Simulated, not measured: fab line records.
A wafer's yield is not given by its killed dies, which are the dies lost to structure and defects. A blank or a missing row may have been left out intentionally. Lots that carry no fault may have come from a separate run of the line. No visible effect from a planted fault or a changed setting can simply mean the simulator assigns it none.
fab line records || flow n5Finfet
record {"lots": 3, "wafers": 9, "lastDay": 16}
route steps=1938 shown MOL_CONTACT_COAG@620 BEOL_M0_SAQP@632 BEOL_M0_CUTY@710 BEOL_M4@1111 PASSIVATION@1936
lots that met no fault: from a run of the same line without faults
startH: start of the lot's first displayed wafer, in hours after the record's first day || waitH: hours elapsed since this lot's preceding step || " unchanged from the row above || L1.1+2: a row that stands for several wafers || - no value, or no start was given || * or withheld: withheld || < > ~ a bound
route shown NAME@n: names a module that has steps shown in the file, with the first one's number in the route || usual: mean/standard deviation of fault-free wafers || same: alike in all rows || chamber/n: place in a boat || sites: per-site readings || _std_site: the values' standard deviation || _edge_site: the outer-site mean with the inner-site mean subtracted || radiusMm: how far each site lies from the wafer's centre || mask NAME#n: copy n || behind: the most recent tool/chamber to have shaped the wafer || hold: what put the lot on hold/how long, in hours/how the hold closed || device: whichever transistor did not switch (one of n, p or np) || end of line: the route-end tests of the same wafers || step lacking rows: just its recipe || killed: at the first sort, the dies lost to defects and structure; wafer yield is something else || map: a wafer's dies, x killed, . not, _ none there
set.NAME: the setting as run; set.NAME@STEP: as run at that earlier step || model.NAME: the simulator's own value behind a step, which no gauge read
lots at selected steps of the route; one table per step, one row per wafer
services: the hour from which a tool's chamber was out of use, counted from the record's first day as startH (under 0 if before that day), plus the number of hours and why
## steps
# step N5_MOL_CONTACT_COAG_PRECLEAN_138
# recipe {"chemistry": "alkalineClean", "tempC": 60, "timeS": 60, "doPpb": 50}
# step N5_MOL_CONTACT_COAG_SRD_139
# recipe {"dry": "ipaMarangoni", "timeS": 30, "tempC": 23, "rinseLiquid": "diw"}
# step N5_MOL_CONTACT_COAG_PRE_CLEAN_121
# recipe {"gas": "H2/He", "timeS": "*", "tempC": "withheld"}
# step N5_MOL_CONTACT_COAG_CVD_140
# recipe {"material": "W", "targetThkA": 665, "mode": "selectiveFill", "tempC": 300, "timeS": 215}
# step N5_MOL_CONTACT_COAG_PRECLEAN_127
# recipe {"chemistry": "DIW", "timeS": 57.5, "tempC": 23}
# step N5_MOL_CONTACT_COAG_SRD_128
# recipe {"dryTimeS": 32, "dry": "n2Spin", "spinRpm": 1500}
# step N5_MOL_CONTACT_COAG_CMP_52
# recipe {"stopOn": "SiO2", "tOverpolishS": 1.5, "postCmpClean": "wDiluteNh4oh", "downForcePsi": 4, "platenRpm": 50.289, "padVelocityMS": 1.0006, "targetThkNm": 66.5}
# step N5_MOL_CONTACT_COAG_ANNEAL_112
# recipe {"tempC": 400, "timeS": 1800, "ambient": "HPD2", "pressureAtm": 10}
# step N5_BEOL_M0_SAQP_PECVD_00
# recipe {"material": "SiCN", "targetThkA": 80, "tempC": "withheld", "precursor": "3MS/NH3", "pressureTorr": 3, "rfW": 202, "timeS": 14}
# usual {"chamberPressureTorr": "2.999/0.007", "showerheadPlenumPTorr": "3.667/0.015", "throttleValvePct": "9.2/0.43"}
{"lot.wafer": "L721.1", "tool": "pecvd-02", "chamber": 0, "startH": 109.85, "waitH": 0.2, "chamberPressureTorr": 2.995, "showerheadPlenumPTorr": 3.659, "throttleValvePct": 9.5}
{"lot.wafer": "L721.4", "tool": "pecvd-02", "chamber": 0, "startH": 109.85, "waitH": 0.2, "chamberPressureTorr": 2.988, "showerheadPlenumPTorr": 3.649, "throttleValvePct": 9.3}
{"lot.wafer": "L721.6", "tool": "pecvd-02", "chamber": 1, "startH": 109.85, "waitH": 0.2, "chamberPressureTorr": 3.008, "showerheadPlenumPTorr": 3.698, "throttleValvePct": 9.5}
{"lot.wafer": "L727.2", "tool": "pecvd-02", "chamber": 0, "startH": 145.45, "waitH": 0.2, "chamberPressureTorr": 3.005, "showerheadPlenumPTorr": 3.656, "throttleValvePct": 9.5}
{"lot.wafer": "L727.4", "tool": "pecvd-02", "chamber": 0, "startH": 145.45, "waitH": 0.2, "chamberPressureTorr": 3.011, "showerheadPlenumPTorr": 3.662, "throttleValvePct": 9.3}
{"lot.wafer": "L727.6", "tool": "pecvd-02", "chamber": 1, "startH": 145.45, "waitH": 0.2, "chamberPressureTorr": 2.996, "showerheadPlenumPTorr": 3.696, "throttleValvePct": 9.8}
{"lot.wafer": "L739.1", "tool": "pecvd-01", "chamber": 2, "startH": 234.04, "waitH": 0.2, "chamberPressureTorr": 3.002, "showerheadPlenumPTorr": 3.675, "throttleValvePct": 8.6}
{"lot.wafer": "L739.3", "tool": "pecvd-01", "chamber": 0, "startH": 234.04, "waitH": 0.2, "chamberPressureTorr": 3.002, "showerheadPlenumPTorr": 3.680, "throttleValvePct": 9.4}
{"lot.wafer": "L739.4", "tool": "pecvd-01", "chamber": 1, "startH": 234.04, "waitH": 0.2, "chamberPressureTorr": 2.997, "showerheadPlenumPTorr": 3.671, "throttleValvePct": 9.2}
# step N5_BEOL_M0_SAQP_ILD_DEP_01
# recipe {"material": "SiOC", "targetThkA": 454.19, "tempC": 350, "precursor": "DEMS/O2", "pressureTorr": 5, "rfW": 500, "timeS": 8.7}
# step N5_BEOL_M0_SAQP_HM_DEP_02
# recipe {"material": "TiN", "targetThkA": 120, "tempC": 25, "chamberPressurePa": 0.49996}
# step N5_BEOL_M0_SAQP_PECVD_03
# recipe {"material": "SiCN", "targetThkA": 120, "tempC": "withheld", "precursor": "3MS/NH3", "pressureTorr": 3, "rfW": 202, "timeS": 21.1}
# step N5_BEOL_M0_SAQP_PECVD_96
# recipe {"material": "a-Si", "targetThkA": 450, "tempC": 350, "precursor": "SiH4/He", "pressureTorr": 3, "rfW": 100, "timeS": 45.2}
# step N5_BEOL_M0_SAQP_PECVD_97
# recipe {"material": "SiNx", "targetThkA": 230, "tempC": 350, "precursor": "SiH4/NH3/N2", "pressureTorr": 1.5, "rfW": 300, "timeS": 19.9}
# step N5_BEOL_M0_SAQP_PECVD_04
# recipe {"material": "a-Si", "targetThkA": 600, "tempC": 350, "precursor": "SiH4/He", "pressureTorr": 3, "rfW": 100, "timeS": 60.2}
# step N5_BEOL_M0_SAQP_HM_DEP_111
# recipe {"material": "SiO2", "targetThkA": 120, "tempC": 400, "precursor": "SiH4/N2O", "pressureTorr": 0.75, "rfW": 275, "timeS": 7.2}
# step N5_BEOL_M0_SAQP_COAT_81
# recipe {"resist": "SOC", "tempC": 250, "timeS": 60, "spinRpm": 1500, "resistThkNm": 100}
# step N5_BEOL_M0_SAQP_COAT_82
# recipe {"resist": "SiARC", "tempC": 220, "timeS": 60, "spinRpm": 1500, "resistThkNm": 30}
# step N5_BEOL_M0_SAQP_COAT_08
# recipe {"resist": "CAR-ArF", "spinRpm": 1500, "resistThkNm": 90}
# step N5_BEOL_M0_SAQP_EBR_10
# recipe {"solvent": "PGMEA", "ebrWidthMm": 1.5}
# step N5_BEOL_M0_SAQP_SOFTBAKE_09
# recipe {"tempC": 110, "timeS": 60, "resist": "CAR-ArF"}
# step N5_BEOL_M0_SAQP_EXPOSE_11
# recipe {"maskId": "M0_CORE", "na": 1.35, "sourceShape": "dipole", "sigmaInner": 0.538, "sigmaOuter": 0.738, "polarization": "te", "targetCdNm": 42, "doseMj": 55}
# step N5_BEOL_M0_SAQP_PEB_12
# recipe {"pebTempC": "withheld", "pebTimeS": 60, "resist": "CAR-ArF"}
# step N5_BEOL_M0_SAQP_DEVELOP_13
# recipe {"developTimeS": 30, "developer": "TMAH", "resist": "CAR-ArF", "devTempC": 23, "rinseLiquid": "diw", "dry": "airSpin"}
# step N5_BEOL_M0_SAQP_INSPECT_16
# recipe {"mode": "adi", "inspectInstrument": "brightfield"}
# usual {"rawDefectCount": "513/150"}
{"lot.wafer": "L721.1", "tool": "defectInspect-02", "chamber": "-", "startH": 111.63, "waitH": 0.0, "rawDefectCount": 378}
{"lot.wafer": "L721.4", "tool": "defectInspect-02", "chamber": "-", "startH": 111.63, "waitH": 0.0, "rawDefectCount": 441}
{"lot.wafer": "L721.6", "tool": "defectInspect-02", "chamber": "-", "startH": 111.63, "waitH": 0.0, "rawDefectCount": 366}
{"lot.wafer": "L727.2", "tool": "defectInspect-01", "chamber": "-", "startH": 147.25, "waitH": 0.0, "rawDefectCount": 1091}
{"lot.wafer": "L727.4", "tool": "defectInspect-01", "chamber": "-", "startH": 147.25, "waitH": 0.0, "rawDefectCount": 1111}
{"lot.wafer": "L727.6", "tool": "defectInspect-01", "chamber": "-", "startH": 147.25, "waitH": 0.0, "rawDefectCount": 655}
{"lot.wafer": "L739.1", "tool": "defectInspect-01", "chamber": "-", "startH": 235.43, "waitH": 0.0, "rawDefectCount": 566}
{"lot.wafer": "L739.3", "tool": "defectInspect-01", "chamber": "-", "startH": 235.43, "waitH": 0.0, "rawDefectCount": 557}
{"lot.wafer": "L739.4", "tool": "defectInspect-01", "chamber": "-", "startH": 235.43, "waitH": 0.0, "rawDefectCount": 900}
# step N5_BEOL_M0_SAQP_DESCUM_19
# recipe {"chemistry": "O2", "timeS": 7.9, "sourcePowerW": 50, "biasPowerW": 20, "pressureMtorr": 20, "rfFrequencyHz": 2.712e+07, "tempC": 40, "resist": "CAR-ArF", "o2FlowSccm": 225}
# step N5_BEOL_M0_SAQP_ETCH_83
# recipe {"chemistry": "CF4", "target": "SiARC", "targetDepthA": 390, "maskMaterial": "CAR-ArF", "timeS": 65, "ionEnergyEv": 80, "pressureMtorr": 40, "sourceW": 545, "biasW": 36, "Ar_flow_sccm": 100, "cf4FlowSccm": 100, "ends": "cleared"}
# step N5_BEOL_M0_SAQP_ETCH_84
# recipe {"chemistry": "N2/H2", "target": "SOC", "targetDepthA": 1000, "overetchA": 200, "maskMaterial": "SiARC", "tempC": 40, "timeS": 150, "ionEnergyEv": 200, "pressureMtorr": 30, "sourceW": 840, "biasW": 150, "n2FlowSccm": 200, "h2FlowSccm": 200}
# step N5_BEOL_M0_SAQP_STRIP_80
# recipe {"chemistry": "N2/H2", "tempC": 40, "n2FlowSccm": 200, "h2FlowSccm": 200, "rfFrequencyHz": 6e+07}
# step N5_BEOL_M0_SAQP_HM_OPEN_112
# recipe {"chemistry": "CHF3/O2", "target": "SiO2", "stopOn": "a-Si", "targetDepthA": 120, "overEtchFrac": 1.25, "maskMaterial": "SOC", "timeS": 13.5, "pressureMtorr": 30, "sourceW": 650, "biasW": 170, "Ar_flow_sccm": 200, "CHF3_flow_sccm": 50, "O2_flow_sccm": 5, "ionEnergyEv": 200, "ends": "endPoint"}
# step N5_BEOL_M0_SAQP_STRIP_113
# recipe {"chemistry": "CHF3/O2", "resist": "SiARC", "rfFrequencyHz": 6e+07}
# step N5_BEOL_M0_SAQP_MANDREL_ETCH_20
# recipe {"targetDepthA": 600, "chemistry": "HBr/Cl2", "target": "a-Si", "stopOn": "SiNx", "btTimeS": 10, "maskMaterial": "SOC", "overEtchFrac": 0.5, "timeS": 30, "pressureMtorr": 10, "icpW": 800, "biasW": 75, "HBr_flow_sccm": 150, "Cl2_flow_sccm": 80, "ends": "endPoint"}
# step N5_BEOL_M0_SAQP_STRIP_86
# recipe {"chemistry": "N2/H2", "powerW": 500, "tempC": 40, "pressureMtorr": 50, "rfFrequencyHz": 6e+07, "overashFraction": 0.3, "biasPowerW": 28, "h2Frac": 0.5, "n2FlowSccm": 300, "h2FlowSccm": 300}
# step N5_BEOL_M0_SAQP_STRIP_115
# recipe {"chemistry": "postEtchResidueRemover", "timeS": 60, "tempC": 25, "removerPh": "withheld", "removerWaterWtPct": "withheld", "removerFluorideWtPct": "withheld"}
# step N5_BEOL_M0_SAQP_SRD_93
# recipe {"dry": "ipaMarangoni", "timeS": 30, "tempC": 23, "rinseLiquid": "diw"}
# step N5_BEOL_M0_SAQP_INSPECT_42
# recipe {"mode": "adi", "inspectInstrument": "brightfield"}
# usual {"rawDefectCount": "320/100"}
{"lot.wafer": "L721.1", "tool": "defectInspect-02", "chamber": "-", "startH": 116.31, "waitH": 0.1, "rawDefectCount": 248}
{"lot.wafer": "L721.4", "tool": "defectInspect-02", "chamber": "-", "startH": 116.31, "waitH": 0.1, "rawDefectCount": 251}
{"lot.wafer": "L721.6", "tool": "defectInspect-02", "chamber": "-", "startH": 116.31, "waitH": 0.1, "rawDefectCount": 265}
{"lot.wafer": "L727.2", "tool": "defectInspect-01", "chamber": "-", "startH": 151.99, "waitH": 0.0, "rawDefectCount": 848}
{"lot.wafer": "L727.4", "tool": "defectInspect-01", "chamber": "-", "startH": 151.99, "waitH": 0.0, "rawDefectCount": 907}
{"lot.wafer": "L727.6", "tool": "defectInspect-01", "chamber": "-", "startH": 151.99, "waitH": 0.0, "rawDefectCount": 345}
{"lot.wafer": "L739.1", "tool": "defectInspect-01", "chamber": "-", "startH": 242.18, "waitH": 0.1, "rawDefectCount": 447}
{"lot.wafer": "L739.3", "tool": "defectInspect-01", "chamber": "-", "startH": 242.18, "waitH": 0.1, "rawDefectCount": 286}
{"lot.wafer": "L739.4", "tool": "defectInspect-01", "chamber": "-", "startH": 242.18, "waitH": 0.1, "rawDefectCount": 460}
# step N5_BEOL_M0_CUTY_INSPECT_59
# recipe {"mode": "adi", "inspectInstrument": "macro"}
# usual {"rawDefectCount": "2.2/1.4"}
{"lot.wafer": "L721.1", "tool": "defectInspect-02", "chamber": "-", "startH": 117.70, "waitH": 0.0, "rawDefectCount": 0}
{"lot.wafer": "L721.4", "tool": "defectInspect-02", "chamber": "-", "startH": 117.70, "waitH": 0.0, "rawDefectCount": 4}
{"lot.wafer": "L721.6", "tool": "defectInspect-02", "chamber": "-", "startH": 117.70, "waitH": 0.0, "rawDefectCount": 1}
{"lot.wafer": "L727.2", "tool": "defectInspect-01", "chamber": "-", "startH": 153.79, "waitH": 0.0, "rawDefectCount": ">300"}
{"lot.wafer": "L727.4", "tool": "defectInspect-01", "chamber": "-", "startH": 153.79, "waitH": 0.0, "rawDefectCount": ">300"}
{"lot.wafer": "L727.6", "tool": "defectInspect-01", "chamber": "-", "startH": 153.79, "waitH": 0.0, "rawDefectCount": 4}
{"lot.wafer": "L739.1", "tool": "defectInspect-01", "chamber": "-", "startH": 243.57, "waitH": 0.0, "rawDefectCount": 1}
{"lot.wafer": "L739.3", "tool": "defectInspect-01", "chamber": "-", "startH": 243.57, "waitH": 0.0, "rawDefectCount": 1}
{"lot.wafer": "L739.4", "tool": "defectInspect-01", "chamber": "-", "startH": 243.57, "waitH": 0.0, "rawDefectCount": 0}
# step N5_BEOL_M4_RC_MEAS_101
# usual {"DIBL_N": "36.8/2.2", "DIBL_P": "37.0/2.8", "IOFF_N": "0.18/0.043", "IOFF_P": "0.23/0.05", "ION_N": "680/14", "ION_P": "466/9.1", "SS_N": "71.7/0.74", "SS_P": "73.5/0.79", "VT_N": "248/4", "VT_P": "-249/4.1"}
{"lot.wafer": "L721.1", "tool": "prober-01", "chamber": 0, "startH": 177.23, "waitH": 0.0, "DIBL_N[mV/V]": 36.4, "DIBL_P[mV/V]": 37.3, "IOFF_N[nA/um]": 0.17, "IOFF_P[nA/um]": 0.23, "ION_N[uA/um]": 687, "ION_P[uA/um]": 467, "SS_N[mV/dec]": 71.4, "SS_P[mV/dec]": 74.1, "VT_N[mV]": 246, "VT_P[mV]": -248}
{"lot.wafer": "L721.4", "tool": "prober-01", "chamber": 0, "startH": 177.23, "waitH": 0.0, "DIBL_N[mV/V]": 35.0, "DIBL_P[mV/V]": 36.8, "IOFF_N[nA/um]": 0.14, "IOFF_P[nA/um]": 0.21, "ION_N[uA/um]": 664, "ION_P[uA/um]": 463, "SS_N[mV/dec]": 70.8, "SS_P[mV/dec]": 74.5, "VT_N[mV]": 249, "VT_P[mV]": -250}
{"lot.wafer": "L721.6", "tool": "prober-01", "chamber": 0, "startH": 177.23, "waitH": 0.0, "DIBL_N[mV/V]": 33.2, "DIBL_P[mV/V]": 33.7, "IOFF_N[nA/um]": 0.11, "IOFF_P[nA/um]": 0.16, "ION_N[uA/um]": 657, "ION_P[uA/um]": 455, "SS_N[mV/dec]": 71.3, "SS_P[mV/dec]": 73.3, "VT_N[mV]": 255, "VT_P[mV]": -252}
{"lot.wafer": "L727.2", "tool": "prober-02", "chamber": 0, "startH": 205.30, "waitH": 0.2, "DIBL_N[mV/V]": 34.9, "DIBL_P[mV/V]": 32.8, "IOFF_N[nA/um]": 0.12, "IOFF_P[nA/um]": 0.16, "ION_N[uA/um]": 645, "ION_P[uA/um]": 446, "SS_N[mV/dec]": 71.9, "SS_P[mV/dec]": 72.7, "VT_N[mV]": 257, "VT_P[mV]": -255}
{"lot.wafer": "L727.4", "tool": "prober-02", "chamber": 0, "startH": 205.30, "waitH": 0.2, "DIBL_N[mV/V]": 37.9, "DIBL_P[mV/V]": 36.0, "IOFF_N[nA/um]": 0.17, "IOFF_P[nA/um]": 0.20, "ION_N[uA/um]": 670, "ION_P[uA/um]": 459, "SS_N[mV/dec]": 72.4, "SS_P[mV/dec]": 73.5, "VT_N[mV]": 252, "VT_P[mV]": -255}
{"lot.wafer": "L727.6", "tool": "prober-02", "chamber": 0, "startH": 205.30, "waitH": 0.2, "DIBL_N[mV/V]": 37.1, "DIBL_P[mV/V]": 35.9, "IOFF_N[nA/um]": 0.17, "IOFF_P[nA/um]": 0.21, "ION_N[uA/um]": 683, "ION_P[uA/um]": 466, "SS_N[mV/dec]": 71.9, "SS_P[mV/dec]": 73.4, "VT_N[mV]": 248, "VT_P[mV]": -250}
{"lot.wafer": "L739.1", "tool": "prober-02", "chamber": 0, "startH": 284.65, "waitH": 0.0, "DIBL_N[mV/V]": 37.2, "DIBL_P[mV/V]": 37.6, "IOFF_N[nA/um]": 0.20, "IOFF_P[nA/um]": 0.25, "ION_N[uA/um]": 696, "ION_P[uA/um]": 467, "SS_N[mV/dec]": 71.5, "SS_P[mV/dec]": 73.6, "VT_N[mV]": 247, "VT_P[mV]": -246}
{"lot.wafer": "L739.3", "tool": "prober-02", "chamber": 0, "startH": 284.65, "waitH": 0.0, "DIBL_N[mV/V]": 32.5, "DIBL_P[mV/V]": 31.7, "IOFF_N[nA/um]": 0.10, "IOFF_P[nA/um]": 0.16, "ION_N[uA/um]": 656, "ION_P[uA/um]": 455, "SS_N[mV/dec]": 69.9, "SS_P[mV/dec]": 72.0, "VT_N[mV]": 255, "VT_P[mV]": -254}
{"lot.wafer": "L739.4", "tool": "prober-02", "chamber": 0, "startH": 284.65, "waitH": 0.0, "DIBL_N[mV/V]": 34.2, "DIBL_P[mV/V]": 33.8, "IOFF_N[nA/um]": 0.13, "IOFF_P[nA/um]": 0.18, "ION_N[uA/um]": 664, "ION_P[uA/um]": 459, "SS_N[mV/dec]": 70.6, "SS_P[mV/dec]": 72.0, "VT_N[mV]": 249, "VT_P[mV]": -253}
# step N5_PASSIVATION_PROBE_49
# usual {"defectLimitedYield": "91.4/1.5", "killed_at_M0_to_M3": "36/11", "killed_at_M4_up": "14/6", "killedAtContacts": "11/6", "killedAtFrontEnd": "37/11", "killedAtOther": "4/3.4", "killedDies": "102/18", "killedOpen": "66/13", "killedShort": "34/7.8", "sort_bin_5_function": "5.0/0.97", "sort_bin_6_memory": "3.2/0.7", "sortNPass": "1078/19", "sortYieldPct": "91.3/1.6"}
# same {"grossDies": 1180, "killedAtBackSide": 0, "sort_bin_4_leakage[%]": 0, "sort_bin_8_speed[%]": 0}
{"lot.wafer": "L727.2", "tool": "prober-02", "chamber": "-", "startH": 313.25, "waitH": 0.1, "defectLimitedYield[%]": 78.9, "killed_at_M0_to_M3": 151, "killed_at_M4_up": 16, "killedAtContacts": 33, "killedAtFrontEnd": 48, "killedAtOther": 1, "killedDies": 249, "killedOpen": 78, "killedShort": 44, "sort_bin_5_function[%]": 13.2, "sort_bin_6_memory[%]": 5.3, "sortNPass": 931, "sortYieldPct[%]": 78.9}
{"lot.wafer": "L727.4", "tool": "prober-02", "chamber": "-", "startH": 313.35, "waitH": 0.2, "defectLimitedYield[%]": 79.2, "killed_at_M0_to_M3": 157, "killed_at_M4_up": 14, "killedAtContacts": 13, "killedAtFrontEnd": 60, "killedAtOther": 2, "killedDies": 246, "killedOpen": 81, "killedShort": 45, "sort_bin_5_function[%]": 12.0, "sort_bin_6_memory[%]": 5.8, "sortNPass": 934, "sortYieldPct[%]": 79.2}
{"lot.wafer": "L727.6", "tool": "prober-02", "chamber": "-", "startH": 313.45, "waitH": 0.3, "defectLimitedYield[%]": 87.6, "killed_at_M0_to_M3": 44, "killed_at_M4_up": 26, "killedAtContacts": 17, "killedAtFrontEnd": 55, "killedAtOther": 4, "killedDies": 146, "killedOpen": 98, "killedShort": 47, "sort_bin_5_function[%]": 8.1, "sort_bin_6_memory[%]": 3.7, "sortNPass": 1034, "sortYieldPct[%]": 87.6}
# killed by level:class
L727.2 BEOL_M0_SAQP:unspecified=126 MOL_CONTACT_COAG:geometricParticle:open=26 FIN_SAQP:geometricParticle:open=14 FIN_SAQP:geometricParticle:short=14 MOL_CONTACT_COAG:geometricParticle:short=7 BEOL_M0_SAQP:geometricParticle:open=7 BEOL_M2:geometricParticle:open=7 STI_FIN_REVEAL:geometricParticle:open=6
L727.4 BEOL_M0_SAQP:unspecified=119 FIN_SAQP:geometricParticle:open=27 FIN_SAQP:geometricParticle:short=17 BEOL_M0_SAQP:geometricParticle:short=10 MOL_CONTACT_COAG:geometricParticle:open=9 BEOL_M0_SAQP:geometricParticle:open=9 BEOL_M4:geometricParticle:open=8 BEOL_M3:geometricParticle:short=5
L727.6 FIN_SAQP:geometricParticle:open=26 BEOL_M0_SAQP:geometricParticle:open=15 FIN_SAQP:geometricParticle:short=14 BEOL_M4:geometricParticle:open=13 MOL_CONTACT_COAG:geometricParticle:open=12 BEOL_M0_SAQP:geometricParticle:short=12 BEOL_M3:geometricParticle:short=6 MOL_CONTACT_COAG:geometricParticle:short=5
# map L727.2 (x killed, . not)
_________________......x...x.________________
______________..x...x.......x..._____________
___________...x...........x........__________
__________....x..............x.....x_________
________...........x................x._______
_______....x.....x..............x......______
______x...x...xx...x...x......x........._____
_____.x...................x......x.......____
____..x.......................x..xx.......___
___....x..........x...x.....x.........x....__
___................xx.x..................x.__
__...................x....x................._
__.....................x...................._
_.......x......x.....x.x...xx.....x.x.....x..
_..x.x....xx.x.x.x........x..................
_......x..x.x...............................x
_....xxx.xxx.xx..........xx...........x..x...
_....xxxxxxxxxxx.xxx....x........x.....x.....
_..xxxxxxxxxxxxxx......x..x.....x..xx........
_xxxxxxxxxxxxxxx.x..............x............
_xxxxxxxxxxxxxx.......xx....x....x...........
__xxxxxxxxxxxxxxxxx.....................x..._
__xxxxxxxxxxxxxxxx.....x........x..........._
___.xxxxxxxxxxxx........x......x..x...x.xx.__
___.xx.xxxxxxx..x........................x.__
____...xxxxx..x.......................x...___
_____...xx.xx..........x.xx.x...x.x......____
______...x..x......x..x.....x..........._____
_______....xxx...........xx....x.x.....______
________x.....................x......._______
__________....x...x..........x......_________
___________..................x.....__________
______________..x...........xx.._____________
_________________..x.........________________
# map L721.6 (x killed, . not)
_________________...x........________________
______________.......x.........._____________
___________........................__________
__________.........x...x............_________
________..x.........x....x.x...x......_______
_______..........x.....................______
______............x.....x..x..x......x.x_____
_____..........xx.....xx.................____
____.....x.............x.........xx.......___
___..x......xx..x...................x......__
___....x...............x.....x.x....x......__
__........x........x...x...........x........_
__........x........x.xx......x..........x..._
_x.x.....x.......x...........x...x...x.....x.
_....x.xxx.x......x.x...x..x...........x.....
_...x.............x.....x....x..x.x.x..x....x
_.....xx..........x..........................
_..................x..............x...x......
_........x........x.......................x..
_.x.....x.......x.......x...x...x......x.....
_.........x.x.................x..............
__..............................x........x.._
__...x....xxx.x........x...........x...x...x_
___x......x......x......................x..__
___.............x......x.x.........x..xxx..__
____..x..................x............x..x___
_____..........................x.........____
______.......x...............x.........._____
_______......x......x..x........x...x..______
________......xx.......x..x..........._______
__________.....x..........x........._________
___________.x......x......x.....x..__________
______________....x....x........_____________
_________________......x.....________________
## services
{"tool": "pecvd-01", "chamber": 1, "startH": 88.23, "hours": 5.4, "kind": "repair"}
{"tool": "pecvd-02", "chamber": "-", "startH": 137.52, "hours": 0.7, "kind": "repair"}
{"tool": "pecvd-02", "chamber": 1, "startH": 205.67, "hours": 4.9, "kind": "repair"}
## key
firstSign {"step": "N5_BEOL_M0_SAQP_INSPECT_16", "reading": "rawDefectCount", "direction": "up", "sigmas": 3.8, "usual": 513, "struck": 1101}
effect {"step": "N5_BEOL_M0_SAQP_INSPECT_42", "reading": "rawDefectCount", "direction": "up", "sigmas": 5.6, "usual": 320, "struck": 878}
effect {"step": "N5_BEOL_M0_CUTY_INSPECT_59", "reading": "rawDefectCount", "direction": "up", "sigmas": "99+", "usual": 2.2, "struck": ">300"}
effect {"step": "N5_PASSIVATION_PROBE_49", "reading": "killed_at_M0_to_M3", "direction": "up", "sigmas": 11, "usual": 36, "struck": 154}
moreKillsBornAt {"N5_BEOL_M0_SAQP_PECVD_00@pecvd-02": 245}
metAt N5_BEOL_M0_SAQP_PECVD_00
struckWafers L727.2,L727.4
onsetBetween 109.85 145.45
fault {"kind": "chamberParticleSource", "tool": "pecvd-02", "chamber": 0, "onsetH": 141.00, "steps": "N5_BEOL_M0_SAQP_PECVD_00", "ratePerVisitCm2": 0.87587, "endH": 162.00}
